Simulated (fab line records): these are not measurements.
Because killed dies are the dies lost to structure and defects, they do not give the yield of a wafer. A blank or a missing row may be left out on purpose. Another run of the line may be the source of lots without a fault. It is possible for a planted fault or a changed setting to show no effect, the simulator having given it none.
fab line records	flow n5-finfet
[record] lots = 6	wafers = 18	last-day = 17
route steps=1938 shown GATE_CUT@467 BEOL_M4@1111 PASSIVATION@1936
lots that met no fault: taken from a fault-free run of the same line
start-h: the number of hours between the record's first day and the start of the first shown wafer of the lot	wait-h: hours since the lot's step before	" same as the row above	L1.1+2: a single row standing in for several wafers	- either no value or no given start	* or withheld: withheld	< > ~ a bound
route shown NAME@n: a module of which the file shows steps, and the number in the route of the first	usual: mean and standard deviation over wafers with no fault	same: alike in all rows	chamber/n: place in a boat	sites: per-site readings	_std_site: the values' standard deviation	_edge_site: outer sites' mean less inner sites'	radius-mm: how far each site lies from the wafer's centre	mask NAME#n: copy n	behind: the tool/chamber that last shaped the wafer	hold: why the lot went on hold/how many hours it stayed there/how the hold came to an end	device: the transistor (n, p or np) that didn't switch	end of line: at the end of the route, the tests of the same wafers	for a step that has no rows: nothing shown but its recipe	killed: not the wafer's yield, but the dies lost to structure and defects at the first sort	map: shows each die of a wafer: x if killed, . if not, _ if none is there
set.NAME: the setting the step ran with; set.NAME@STEP: the setting that earlier step ran with	model.NAME: the simulator's own value behind a step, which no gauge read
lots at selected steps of the route; one table per step, one row per wafer
services: from which hour (start-h, from the record's first day; less than 0 if before it) a tool's chamber was out of use, for how many hours, and why
[[steps]]
[step N5_GATE_CUT_ETCHBACK_30]
[recipe] chemistry = Cl2/Ar	target = TiN	target-depth-a = 30	mode = isotropic	pressure-mtorr = 10	icp-w = 600	bias-w = 60	Cl2_flow_sccm = 40	Ar_flow_sccm = 60
[step N5_GATE_CUT_VAPOR_ETCH_60]
[recipe] chemistry = BCl3/Cl2	target = HfO2	mode = isotropic
[usual] drypump-motor-current-A = 5.9/0.34	oes-product-au = 0.79/0.089
lot.wafer	tool	chamber	start-h	wait-h	drypump-motor-current-A	oes-product-au
L114.1	rie-metal-03	1	91.38	0.1	6.0	0.74
L114.3	"	1	"	"	5.9	0.75
L114.5	"	1	"	"	6.0	0.74
L116.2	rie-metal-03	1	109.18	0.0	5.9	0.73
L116.4	"	0	"	"	5.1	0.96
L116.5	"	0	"	"	5.1	0.97
L119.2	rie-metal-03	1	121.16	0.1	6.0	0.73
L119.3	"	1	"	"	6.0	0.73
L119.5	"	1	"	"	6.0	0.73
L122.1	rie-metal-03	1	139.72	0.0	6.0	0.71
L122.2	"	0	"	"	5.1	0.94
L122.4	"	0	"	"	5.1	0.93
L129.1	rie-metal-02	1	180.14	0.0	6.0	0.82
L129.2	"	0	"	"	6.2	0.82
L129.3	"	0	"	"	6.2	0.81
L134.1	rie-metal-01	0	216.93	0.0	6.3	0.73
L134.4	"	1	"	"	5.4	0.97
L134.5	"	1	"	"	5.4	0.98
[step N5_GATE_CUT_ETCH_58]
[recipe] chemistry = CH3F/O2	target = SiNx	target-depth-a = 170	time-s = 128.6	ion-energy-ev = 50	pressure-mtorr = 30	source-w = 415	bias-w = 21	Ar_flow_sccm = 150	CH3F_flow_sccm = 30	O2_flow_sccm = 20
[usual] drypump-motor-current-A = 5.6/0.56	oes-product-au = 0.77/0.082	rf-vpp-V = 99.2/1	showerhead-plenum-p-Torr = 2.02/0.086	throttle-valve-pct = 16.27/0.19
lot.wafer	tool	chamber	start-h	wait-h	drypump-motor-current-A	oes-product-au	rf-hours-counter-h	rf-vpp-V	showerhead-plenum-p-Torr	throttle-valve-pct
L114.1	rie-diel-03	3	91.48	0.1	5.2	0.80	94	98.5	1.85	16.07
L114.3	"	2	"	"	5.1	0.77	122	98.3	2.09	16.16
L114.5	"	1	"	"	5.5	0.76	-	98.9	2.08	16.20
L116.2	rie-diel-03	2	109.26	0.1	5.1	0.78	128	99.7	2.09	16.16
L116.4	"	0	"	"	5.4	0.72	-	99.1	2.06	16.22
L116.5	"	3	"	"	5.2	0.80	-	96.9	1.85	16.07
L119.2	rie-diel-03	3	121.24	0.1	5.3	0.78	107	97.8	1.85	16.10
L119.3	"	2	"	"	5.1	0.76	134	99.5	2.08	16.18
L119.5	"	3	"	"	5.2	0.79	-	99.0	1.85	16.10
L122.1	rie-diel-05	0	139.98	0.2	4.7	0.91	25	99.5	1.96	16.09
L122.2	"	1	"	"	6.0	0.68	238	98.7	1.96	16.55
L122.4	"	3	"	"	6.8	0.79	131	98.3	1.93	16.37
L129.1	rie-diel-01	2	180.33	0.2	6.3	0.74	184	99.7	2.07	16.62
L129.2	"	0	"	"	6.0	0.69	249	100.8	2.05	16.52
L129.3	"	1	"	"	5.8	0.91	31	101.0	2.12	16.09
L134.1	rie-diel-01	3	216.99	0.0	4.9	0.96	6	99.8	2.06	15.93
L134.4	"	2	"	"	6.3	0.73	-	99.5	2.06	16.66
L134.5	"	1	"	"	5.8	0.89	-	97.4	2.12	16.10
[step N5_GATE_CUT_STRIP_59]
[recipe] chemistry = N2/H2	time-s = 20	power-w = 100	temp-c = 40	pressure-mtorr = 100	rf-frequency-hz = 6e+07	bias-power-w = 3	n2-flow-sccm = 300	h2-flow-sccm = 300
[step N5_GATE_CUT_PRECLEAN_31]
[recipe] temp-c = 23	chemistry = DIW	time-s = 300
[step N5_GATE_CUT_SRD_32]
[recipe] time-s = 30	temp-c = 23	rinse-liquid = diw	dry = ipa-marangoni
[step N5_GATE_CUT_SAC_CAP_01]
[recipe] material = SiNx	target-thk-a = 240	temp-c = 400	ald-precursor-family = SiH2I2	ald-co-reactant = N2/H2-plasma	pulse-time-s = 1	ald-cycles = 480	purge-time-s = 2	co-reactant-purge-time-s = 2	pressure-torr = 2
[usual] heater-power-w = 801/87	precursor-pulse-height-rel = 1.000/0.018
lot.wafer	tool	chamber	start-h	wait-h	heater-power-w	precursor-pulse-height-rel
L114.1	ald-sin-04	3	91.90	0.0	661	0.997
L114.3	"	0	"	"	920	1.005
L114.5	"	0	92.98	1.1	909	1.006
L116.2	ald-sin-01	3	109.58	0.0	720	1.026
L116.4	"	1	"	"	928	1.028
L116.5	"	0	110.66	1.1	677	1.028
L119.2	ald-sin-02	0	121.57	0.0	902	1.015
L119.3	"	3	"	"	815	0.991
L119.5	"	3	122.66	1.1	843	1.015
L122.1	ald-sin-01	2	140.44	0.2	849	0.971
L122.2	"	3	"	"	732	0.991
L122.4	"	0	"	"	689	0.996
L129.1	ald-sin-01	1	181.28	0.7	959	0.991
L129.2	"	3	"	"	695	1.010
L129.3	"	2	"	"	872	1.009
L134.1	ald-sin-04	2	217.54	0.2	751	1.014
L134.4	"	0	"	"	917	1.004
L134.5	"	2	218.62	1.2	762	0.993
[step N5_GATE_CUT_PECVD_57]
[recipe] material = SiNx	target-thk-a = 210	temp-c = 400	precursor = SiH4/NH3/N2	pressure-torr = 1.5	rf-w = 300
[step N5_GATE_CUT_CMP_02]
[recipe] stop-on = SiO2	t-overpolish-s = 12.7	post-cmp-clean = alkaline-brush	down-force-psi = 2.5	platen-rpm = 51.8	pad-velocity-m-s = 1.0307	target-thk-nm = 0
[step N5_GATE_CUT_HM_DEP_46]
[recipe] material = SiO2	target-thk-a = 1300	temp-c = 400	precursor = TEOS/O2	pressure-torr = 6.5	rf-w = 900	teos-flow-sccm = 161.4	gas = O2	flow-sccm = 2650	time-s = 26.6
[step N5_GATE_CUT_COAT_34]
[recipe] resist = SOC	temp-c = 250	time-s = 60	spin-rpm = 1500	resist-thk-nm = 60
[step N5_GATE_CUT_COAT_35]
[recipe] resist = SiARC	temp-c = 220	time-s = 60	spin-rpm = 1500	resist-thk-nm = 10
[usual] dispense-pressure-kPa = 47/3.2	spin-speed-rpm = 1500.0/0.96
lot.wafer	tool	chamber	start-h	wait-h	dispense-pressure-kPa	spin-speed-rpm
L114.1	litho-track-01	0	94.61	-	45	1500.4
L114.3	"	0	"	"	45	1501.2
L114.5	"	0	"	"	45	1499.5
L116.2	litho-track-04	0	112.25	-	44	1499.5
L116.4	"	0	"	"	44	1499.9
L116.5	"	0	"	"	44	1499.8
L119.2	litho-track-02	0	124.24	-	51	1499.9
L119.3	"	0	"	"	51	1497.2
L119.5	"	0	"	"	51	1499.8
L122.1	litho-track-01	0	143.10	-	45	1500.6
L122.2	"	0	"	"	45	1501.7
L122.4	"	0	"	"	45	1500.7
L129.1	litho-track-02	0	183.94	-	51	1563.0
L129.2	"	0	"	"	51	1561.4
L129.3	"	0	"	"	51	1563.2
L134.1	litho-track-02	0	220.22	-	51	1561.9
L134.4	"	0	"	"	52	1562.8
L134.5	"	0	"	"	52	1562.6
[step N5_GATE_CUT_COAT_27]
[recipe] resist = underlayer	temp-c = 205	time-s = 60	spin-rpm = 1500	resist-thk-nm = 10
[step N5_GATE_CUT_COAT_07]
[recipe] resist = CAR-EUV	spin-rpm = 1500	resist-thk-nm = 30
[step N5_GATE_CUT_EBR_09]
[recipe] solvent = PGMEA	ebr-width-mm = 1.5
[step N5_GATE_CUT_SOFTBAKE_08]
[recipe] temp-c = 110	time-s = 60	resist = CAR-EUV
[step N5_GATE_CUT_EXPOSE_10]
[recipe] mask-id = GATE_CUT	na = 0.33	source-shape = annular	sigma-inner = 0.35	sigma-outer = 0.8	polarization = unpolarized	target-cd-nm = 20	dose-mj = 43.25
[step N5_GATE_CUT_PEB_11]
[recipe] peb-temp-c = 100	peb-time-s = 60	resist = CAR-EUV
[step N5_GATE_CUT_DEVELOP_12]
[recipe] develop-time-s = 30	developer = TMAH	resist = CAR-EUV	rinse-liquid = surfactant-rinse	dry = air-spin	dev-temp-c = 23
[step N5_GATE_CUT_CD_MEAS_13]
[recipe] target-cd-nm = 20	landing-energy-ev = 500	detector = se-inlens
[usual] cd-nm = 20.00/0.25
lot.wafer	tool	chamber	start-h	wait-h	cd-nm
L114.1	cd-sem-01	0	94.87	-	19.74
L114.3	"	0	"	"	19.71
L114.5	"	0	"	"	19.75
L116.2	cd-sem-03	0	112.64	-	19.60
L116.4	"	0	"	"	20.35
L116.5	"	0	"	"	19.85
L119.2	cd-sem-01	0	124.63	-	20.13
L119.3	"	0	"	"	19.99
L119.5	"	0	"	"	20.07
L122.1	cd-sem-01	0	143.37	-	19.99
L122.2	"	0	"	"	19.79
L122.4	"	0	"	"	20.15
L129.1	cd-sem-03	0	184.33	-	19.99
L129.2	"	0	"	"	20.16
L129.3	"	0	"	"	19.85
L134.1	cd-sem-01	0	220.61	-	20.33
L134.4	"	0	"	"	20.13
L134.5	"	0	"	"	20.42
[step N5_GATE_CUT_OVL_MEAS_14]
[recipe] points-per-wafer = 522
[usual] GATE_CUT_OVL = -0.1/0.56
[same] points-per-wafer = 522
lot.wafer	tool	chamber	start-h	wait-h	GATE_CUT_OVL[nm]
L114.1	overlay-01	0	94.90	0.0	-0.3
L114.3	"	0	"	"	-0.2
L114.5	"	0	"	"	-0.3
L116.2	overlay-01	0	112.67	0.0	0.6
L116.4	"	0	"	"	0.3
L116.5	"	0	"	"	-0.4
L119.2	overlay-01	0	124.67	0.0	-0.6
L119.3	"	0	"	"	-0.4
L119.5	"	0	"	"	0.2
L122.1	overlay-02	0	143.40	0.0	0.4
L122.2	"	0	"	"	-0.4
L122.4	"	0	"	"	-0.7
L129.1	overlay-02	0	184.36	0.0	-0.5
L129.2	"	0	"	"	-0.4
L129.3	"	0	"	"	-0.9
L134.1	overlay-02	0	220.64	0.0	-0.3
L134.4	"	0	"	"	-0.6
L134.5	"	0	"	"	0.3
[step N5_GATE_CUT_INSPECT_15]
[recipe] mode = adi	inspect-instrument = brightfield
[usual] raw-defect-count = 136/44
lot.wafer	tool	chamber	start-h	wait-h	raw-defect-count
L114.1	defect-inspect-01	-	94.96	0.1	94
L114.3	"	-	"	"	94
L114.5	"	-	"	"	115
L116.2	defect-inspect-02	-	112.73	0.0	146
L116.4	"	-	"	"	196
L116.5	"	-	"	"	126
L119.2	defect-inspect-02	-	124.72	0.0	158
L119.3	"	-	"	"	183
L119.5	"	-	"	"	182
L122.1	defect-inspect-02	-	143.46	0.1	97
L122.2	"	-	"	"	70
L122.4	"	-	"	"	63
L129.1	defect-inspect-01	-	184.42	0.1	134
L129.2	"	-	"	"	197
L129.3	"	-	"	"	163
L134.1	defect-inspect-01	-	220.70	0.1	124
L134.4	"	-	"	"	62
L134.5	"	-	"	"	51
[step N5_GATE_CUT_DESCUM_18]
[recipe] chemistry = O2	time-s = 7	source-power-w = 50	bias-power-w = 20	pressure-mtorr = 20	rf-frequency-hz = 2.712e+07	temp-c = 40	resist = CAR-EUV	o2-flow-sccm = 225
[usual] drypump-motor-current-A = 5.6/0.59	oes-product-au = 0.77/0.079	rf-vpp-V = 243.3/1.6	showerhead-plenum-p-Torr = 2.10/0.097	throttle-valve-pct = 20.37/0.18
lot.wafer	tool	chamber	start-h	wait-h	drypump-motor-current-A	oes-product-au	rf-hours-counter-h	rf-vpp-V	showerhead-plenum-p-Torr	throttle-valve-pct
L114.1	rie-diel-01	2	95.60	0.6	6.3	0.76	154	244.9	2.17	20.65
L114.3	"	1	"	"	5.8	1.01	2	245.3	2.24	20.17
L114.5	"	0	"	"	6.0	0.69	-	243.4	2.16	20.61
L116.2	rie-diel-03	2	113.27	0.5	5.1	0.77	130	245.8	2.19	20.32
L116.4	"	0	"	"	5.3	0.74	-	244.2	2.17	20.41
L116.5	"	3	"	"	5.2	0.80	-	239.8	1.93	20.16
L119.2	rie-diel-03	3	124.76	0.0	5.3	0.79	108	242.5	1.93	20.17
L119.3	"	2	"	"	5.2	0.75	135	245.3	2.19	20.32
L119.5	"	3	"	"	5.3	0.79	-	241.3	1.93	20.16
L122.1	rie-diel-05	3	143.50	0.0	6.8	0.79	133	242.8	2.00	20.38
L122.2	"	2	"	"	6.2	0.73	162	239.4	2.01	20.62
L122.4	"	0	"	"	4.7	0.90	26	242.0	2.04	20.14
L129.1	rie-diel-05	3	184.82	0.4	6.8	0.77	146	241.7	2.00	20.38
L129.2	"	0	"	"	4.7	0.87	39	243.5	2.04	20.16
L129.3	"	2	"	"	6.2	0.72	175	241.1	2.01	20.63
L134.1	rie-diel-05	1	220.74	0.0	6.0	0.96	5	242.9	2.06	20.35
L134.4	"	2	"	"	6.2	0.71	187	242.7	2.00	20.65
L134.5	"	2	"	"	6.2	0.70	-	241.4	2.00	20.63
[step N5_GATE_CUT_ETCH_28]
[recipe] chemistry = N2/H2	target = underlayer	target-depth-a = 130	mask-material = CAR-EUV	time-s = 10.4	ion-energy-ev = 200	pressure-mtorr = 30	source-w = 840	bias-w = 150	n2-flow-sccm = 200	h2-flow-sccm = 200	ends = cleared
[step N5_GATE_CUT_ETCH_36]
[recipe] chemistry = CF4	target = SiARC	target-depth-a = 130	mask-material = CAR-EUV	time-s = 21.7	ion-energy-ev = 80	pressure-mtorr = 40	source-w = 545	bias-w = 36	Ar_flow_sccm = 100	cf4-flow-sccm = 100	ends = cleared
[usual] drypump-motor-current-A = 5.6/0.6	etch-rf-on-time-s = 21.5/0.34	oes-product-au = 0.66/0.069	rf-vpp-V = 184.1/1.5	showerhead-plenum-p-Torr = 2.15/0.089	throttle-valve-pct = 15.57/0.18
lot.wafer	tool	chamber	start-h	wait-h	drypump-motor-current-A	etch-rf-on-time-s	oes-product-au	rf-hours-counter-h	rf-vpp-V	showerhead-plenum-p-Torr	throttle-valve-pct	model.etch.depth-nm
L114.1	rie-diel-01	2	95.65	0.0	6.3	21.0	0.67	154	184.4	2.22	15.87	10.02
L114.3	"	1	"	"	5.8	20.8	0.86	2	187.1	2.27	15.30	9.999
L114.5	"	0	"	"	6.0	21.3	0.61	-	184.6	2.20	15.80	10.02
L116.2	rie-diel-03	2	113.32	0.0	5.1	21.7	0.66	130	185.1	2.23	15.49	10.01
L116.4	"	0	"	"	5.4	21.5	0.61	-	184.2	2.21	15.55	9.996
L116.5	"	3	"	"	5.2	21.5	0.68	-	182.3	2.00	15.43	9.969
L119.2	rie-diel-03	3	124.81	0.0	5.2	21.7	0.68	108	182.0	2.00	15.43	10.04
L119.3	"	2	"	"	5.1	21.9	0.65	135	185.8	2.22	15.47	9.988
L119.5	"	3	"	"	5.2	21.6	0.67	-	182.2	2.00	15.44	10.01
L122.1	rie-diel-05	3	143.56	0.0	6.8	21.1	0.68	133	183.2	2.07	15.63	10.01
L122.2	"	2	"	"	6.2	21.9	0.62	162	180.9	2.05	15.70	10.02
L122.4	"	0	"	"	4.7	20.8	0.78	26	183.0	2.10	15.36	10.01
L129.1	rie-diel-05	3	184.87	0.0	6.8	20.9	0.66	146	183.2	2.06	15.68	9.761
L129.2	"	0	"	"	4.7	20.6	0.75	39	182.9	2.09	15.37	9.749
L129.3	"	2	"	"	6.2	21.6	0.60	175	184.7	2.05	15.74	9.775
L134.1	rie-diel-05	1	220.79	0.0	6.0	21.1	0.81	5	182.1	2.10	15.42	9.739
L134.4	"	2	"	"	6.2	21.6	0.60	187	182.4	2.04	15.76	9.755
L134.5	"	2	"	"	6.2	21.6	0.60	-	183.8	2.04	15.76	9.756
[step N5_GATE_CUT_ETCH_37]
[recipe] chemistry = N2/H2	target = SOC	target-depth-a = 600	overetch-a = 120	mask-material = SiARC	temp-c = 40	time-s = 90	ion-energy-ev = 200	pressure-mtorr = 30	source-w = 840	bias-w = 150	n2-flow-sccm = 200	h2-flow-sccm = 200
[usual] drypump-motor-current-A = 5.6/0.59	oes-product-au = 0.69/0.067	rf-vpp-V = 524/3.2	showerhead-plenum-p-Torr = 2.55/0.11	throttle-valve-pct = 17.79/0.23
lot.wafer	tool	chamber	start-h	wait-h	drypump-motor-current-A	oes-product-au	rf-hours-counter-h	rf-vpp-V	showerhead-plenum-p-Torr	throttle-valve-pct
L114.1	rie-diel-01	2	95.68	0.0	6.3	0.68	154	527	2.65	18.25
L114.3	"	1	"	"	5.8	0.89	2	529	2.71	17.46
L114.5	"	0	"	"	6.0	0.63	-	526	2.63	18.01
L116.2	rie-diel-03	2	113.35	0.0	5.2	0.69	130	526	2.66	17.64
L116.4	"	0	"	"	5.4	0.65	-	526	2.62	17.83
L116.5	"	3	"	"	5.2	0.71	-	518	2.36	17.62
L119.2	rie-diel-03	3	124.84	0.0	5.2	0.70	108	519	2.36	17.62
L119.3	"	2	"	"	5.1	0.68	135	526	2.65	17.65
L119.5	"	3	"	"	5.2	0.70	-	519	2.36	17.64
L122.1	rie-diel-05	3	143.58	0.0	6.8	0.70	133	522	2.45	17.81
L122.2	"	2	"	"	6.2	0.66	162	521	2.43	17.87
L122.4	"	0	"	"	4.7	0.80	26	524	2.48	17.53
L129.1	rie-diel-05	3	184.90	0.0	6.8	0.69	146	522	2.45	17.85
L129.2	"	0	"	"	4.7	0.77	39	522	2.48	17.53
L129.3	"	2	"	"	6.2	0.64	175	520	2.43	17.89
L134.1	rie-diel-05	1	220.82	0.0	6.0	0.85	5	523	2.51	17.92
L134.4	"	2	"	"	6.2	0.64	187	519	2.42	17.91
L134.5	"	2	"	"	6.2	0.63	-	520	2.42	17.91
[step N5_BEOL_M4_RC_MEAS_101]
[usual] DIBL_N = 36.3/1	DIBL_P = 36.2/1.4	IOFF_N = 0.157/0.021	IOFF_P = 0.206/0.025	ION_N = 673/9	ION_P = 461/6.4	SS_N = 71.5/0.5	SS_P = 73.2/0.47	VT_N = 249.9/2.4	VT_P = -250.6/2.9
lot.wafer	tool	chamber	start-h	wait-h	DIBL_N[mV/V]	DIBL_P[mV/V]	IOFF_N[nA/um]	IOFF_P[nA/um]	ION_N[uA/um]	ION_P[uA/um]	SS_N[mV/dec]	SS_P[mV/dec]	VT_N[mV]	VT_P[mV]
L114.1	prober-02	0	178.01	0.0	35.8	36.6	0.150	0.210	671	465	71.7	73.4	249.6	-250.8
L114.3	"	0	"	"	36.3	37.5	0.164	0.215	680	468	71.0	74.2	252.6	-251.1
L114.5	"	0	"	"	36.8	38.1	0.172	0.221	687	469	71.5	73.7	249.8	-249.4
L116.2	prober-01	0	203.38	0.2	36.1	37.2	0.145	0.207	681	467	71.0	72.4	250.6	-250.6
L116.4	"	0	"	"	36.2	35.7	0.135	0.195	671	464	71.0	72.9	249.6	-250.6
L116.5	"	0	"	"	35.5	35.3	0.130	0.185	672	462	71.1	72.8	251.0	-252.9
L119.2	prober-01	0	205.92	0.2	35.4	36.7	0.171	0.242	685	475	71.3	73.3	246.4	-247.5
L119.3	"	0	"	"	35.2	36.4	0.175	0.233	681	466	71.3	73.0	248.7	-247.1
L119.5	"	0	"	"	36.5	37.6	0.194	0.253	675	463	73.0	73.9	245.6	-245.2
L122.1	prober-02	0	214.82	0.0	36.6	35.4	0.141	0.187	660	458	71.7	73.0	249.0	-251.4
L122.2	"	0	"	"	37.3	36.1	0.148	0.201	665	454	72.1	73.3	251.6	-252.4
L122.4	"	0	"	"	35.8	34.9	0.130	0.179	674	458	71.0	72.7	250.5	-252.5
L129.1	prober-02	0	268.33	0.0	35.8	37.4	0.156	0.204	668	457	71.8	73.7	249.6	-252.1
L129.2	"	0	"	"	36.3	37.3	0.171	0.208	682	462	71.4	72.8	248.6	-249.7
L129.3	"	0	"	"	36.2	36.7	0.161	0.196	676	461	71.2	72.6	249.1	-251.0
L134.1	prober-02	0	301.67	0.0	37.1	37.4	0.172	0.208	676	463	71.5	73.3	251.2	-251.8
L134.4	"	0	"	"	36.7	36.5	0.165	0.203	674	458	71.5	73.2	250.1	-251.7
L134.5	"	0	"	"	35.8	36.0	0.148	0.184	675	456	71.2	74.2	251.8	-252.5
[step N5_PASSIVATION_PROBE_49]
[usual] defect-limited-yield = 91.1/1.3	killed_at_M0_to_M3 = 36/10	killed_at_M4_up = 14/4.4	killed-at-contacts = 14/5.7	killed-at-front-end = 39/9.4	killed-at-other = 2.9/2.6	killed-dies = 105/15	killed-open = 70/12	killed-short = 34/7.1	sort_bin_5_function = 5.3/0.77	sort_bin_6_memory = 3.3/0.66	sort-n-pass = 1075/15	sort-yield-pct = 91.1/1.3
[same] gross-dies = 1180	killed-at-back-side = 0	sort_bin_4_leakage[%] = 0	sort_bin_8_speed[%] = 0
lot.wafer	tool	chamber	start-h	wait-h	defect-limited-yield[%]	killed_at_M0_to_M3	killed_at_M4_up	killed-at-contacts	killed-at-front-end	killed-at-other	killed-dies	killed-open	killed-short	sort_bin_5_function[%]	sort_bin_6_memory[%]	sort-n-pass	sort-yield-pct[%]
L119.2	prober-01	-	308.58	0.1	91.5	43	9	13	34	1	100	59	36	5.2	3.1	1080	91.5
L119.3	prober-01	-	308.63	0.1	92.4	34	19	12	22	3	90	54	34	4.8	2.4	1090	92.4
L119.5	prober-01	-	308.73	0.2	89.9	55	18	12	32	2	119	81	33	7.0	2.7	1061	89.9
// killed by level:class
L119.2 BEOL_M1:geometric-particle:open=15 FIN_SAQP:geometric-particle:short=11 BEOL_M0_SAQP:geometric-particle:open=11 MOL_CONTACT_COAG:geometric-particle:open=10 BEOL_M0_SAQP:geometric-particle:short=9 STARTING-WAFER:geometric-particle:open=6 FIN_SAQP:geometric-particle:open=3 GATE_CUT:geometric-particle:short=3
L119.3 MOL_CONTACT_COAG:geometric-particle:open=9 BEOL_M5:geometric-particle:open=9 BEOL_M3:geometric-particle:open=8 FIN_SAQP:geometric-particle:short=7 BEOL_M1:geometric-particle:open=6 BEOL_M0_SAQP:geometric-particle:short=5 BEOL_M1:geometric-particle:short=5 BEOL_M4:geometric-particle:open=5
L119.5 BEOL_M1:geometric-particle:open=13 MOL_CONTACT_COAG:geometric-particle:open=11 FIN_SAQP:geometric-particle:short=10 BEOL_M0_SAQP:geometric-particle:open=10 BEOL_M3:geometric-particle:open=9 BEOL_M2:geometric-particle:open=8 FIN_SAQP:geometric-particle:open=7 BEOL_M4:geometric-particle:open=7
[[services]]
tool	chamber	start-h	hours	kind
rie-diel-01	1	67.90	-	clean
rie-diel-01	1	67.90	-	consumable-replace:focus-ring
rie-diel-05	-	76.88	0.9	repair
ald-sin-02	3	85.14	14.9	repair
ald-sin-01	-	85.25	14.0	pm
ald-sin-04	1	90.16	5.2	repair
rie-metal-02	1	90.75	5.9	repair
rie-diel-03	1	95.95	26.3	repair
rie-diel-05	2	110.34	6.6	repair
rie-metal-03	0	119.15	5.4	repair
ald-sin-01	1	125.40	1.6	repair
rie-diel-05	-	125.78	2.8	pm
rie-diel-01	3	132.83	3.4	repair
rie-diel-03	-	137.82	2.8	pm
ald-sin-04	-	139.20	1.7	repair
ald-sin-01	0	165.18	1.3	repair
rie-diel-01	0	171.33	5.5	repair
rie-metal-01	-	175.05	14.6	pm
ald-sin-02	-	177.74	14.0	pm
rie-diel-05	1	180.70	-	clean
rie-diel-05	1	180.70	-	consumable-replace:focus-ring
rie-diel-05	1	180.70	22.6	scheduled-down
rie-diel-05	1	180.70	22.6	vent-cycle
rie-diel-01	-	202.49	2.8	pm
[[key]]
[first-sign] step = N5_GATE_CUT_COAT_35	reading = spin-speed-rpm	direction = up	sigmas = 65	usual = *	struck = *
effect none on later readings
[model-effect] step = N5_GATE_CUT_ETCH_36	value = etch.depth-nm	without = 9.955	struck = 9.756
met-at N5_GATE_CUT_COAT_35
struck-wafers L129.1,L129.2,L129.3,L134.1,L134.4,L134.5
onset-between 124.24 183.94
[fault] kind = process-parameter-drift	tool = litho-track-02	chamber = -	onset-h = 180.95	steps = N5_GATE_CUT_COAT_35	channel = spin-rpm	offset = *	shape = step	end-h = 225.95	acts-in = *	stated = *
